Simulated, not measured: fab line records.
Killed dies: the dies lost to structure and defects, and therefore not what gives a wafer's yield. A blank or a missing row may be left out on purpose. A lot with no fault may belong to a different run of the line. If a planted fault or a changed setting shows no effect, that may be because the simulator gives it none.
A lot that was struck, set against a sound lot ; flow nand_harc ; 16 steps out of a route of 1302
Sound: the wafers L702.1, L702.4, L702.6. The struck wafers were L711.1, L711.2, L711.3. The cause is named last.
Each step with rows lists, per side, the tool, then ch with its chambers, then its first start. Under that, the readings that differ: sound wafers ; struck wafers ; difference of the means ; sigmas: that difference in standard deviations of wafers without a fault.
alike: readings whose means differ by less than 2 such deviations, and words and numbers that are the same on both sides. not compared: withheld readings, readings that some wafer has no value for, bounds like >300 that may hide the same value, and numbers for which the record gives no deviation and whose values overlap.
A row with sigmas, a row that says differs or no value, or rows on one side alone: a step with any of these is where the two part. Non-overlapping numbers with no deviation appear without sigmas and do not part them. A reading missing from all wafers of one side parts the sides only when that side holds two or more wafers.

NHARC_A_ONON_D2_THK_MEAS_02: measures by ellipsometry.
  sound: film_metro-01 at day 12 22:24; struck: film_metro-01 at day 16 21:23
  alike: thk_nm
then NHARC_A_ONON_D2_DEP_03 (target thk 1000 nm), 1 step lacking rows for these wafers.
NHARC_A_ONON_D2_THK_MEAS_05: measures by ellipsometry.
  sound: film_metro-01 at day 12 22:59; struck: film_metro-01 at day 16 21:58
  alike: thk_nm
then NHARC_A_ONON_D2_DEP_06 (target thk 1000 nm), 1 step lacking rows for these wafers.
NHARC_A_ONON_D2_THK_MEAS_08: measures by ellipsometry.
  sound: film_metro-02 at day 12 23:34; struck: film_metro-01 at day 16 22:31
  alike: thk_nm
then NHARC_A_ONON_D2_DEP_09 (target thk 1000 nm), 1 step lacking rows for these wafers.
NHARC_A_ONON_D2_THK_MEAS_11: measures by ellipsometry.
  sound: film_metro-02 at day 13 00:08; struck: film_metro-01 at day 16 23:05
  alike: thk_nm
then NHARC_A_ONON_D2_DEP_12 (target thk 1000 nm), 1 step lacking rows for these wafers.
NHARC_A_ONON_D2_THK_MEAS_14: measures by ellipsometry.
  sound: film_metro-01 at day 13 00:41; struck: film_metro-01 at day 16 23:39
  alike: thk_nm
then, 2 steps without rows for these wafers: NHARC_A_ONON_D2_ANNEAL_15 (time 3600 s); NHARC_A_ONON_D2_DEP_16 (target thk 1000 nm).
NHARC_A_ONON_D2_THK_MEAS_18: measures by ellipsometry.
  sound: film_metro-01 at day 13 09:20; struck: film_metro-02 at day 17 06:58
  alike: thk_nm
NHARC_A_ONON_D2_DEP_19: target thk 1000 nm.
  sound on pecvd_onon-04 ch 0, day 13 09:23; struck on pecvd_onon-01 ch 0, day 17 07:02
  alike: n2_flow_sccm
NHARC_A_ONON_D2_THK_MEAS_21: measures by ellipsometry.
  sound: film_metro-01 at day 13 09:54; struck: film_metro-02 at day 17 07:32
reading;sound;struck;difference;sigmas
thk_nm (nm);1011 1011 1011;582 583 583;-428;-43
then NHARC_A_ONON_D2_DEP_22 (target thk 1000 nm), 1 step lacking rows for these wafers.
-- break in the record here, with 12 days between the starts of the struck wafers on either side (left off in module A_ONON_D2, picked up again in module END, where the first step shown is number 1302 on the route) --
NHARC_END_SORT_01:
  here the record holds rows for the struck wafers (prober-02 ch 0, day 28 21:48) but none for the sound ones

## WHERE THEY PART
Last at NHARC_END_SORT_01 as far as this record goes, first at NHARC_A_ONON_D2_THK_MEAS_21.

WHY: what the simulator had put in
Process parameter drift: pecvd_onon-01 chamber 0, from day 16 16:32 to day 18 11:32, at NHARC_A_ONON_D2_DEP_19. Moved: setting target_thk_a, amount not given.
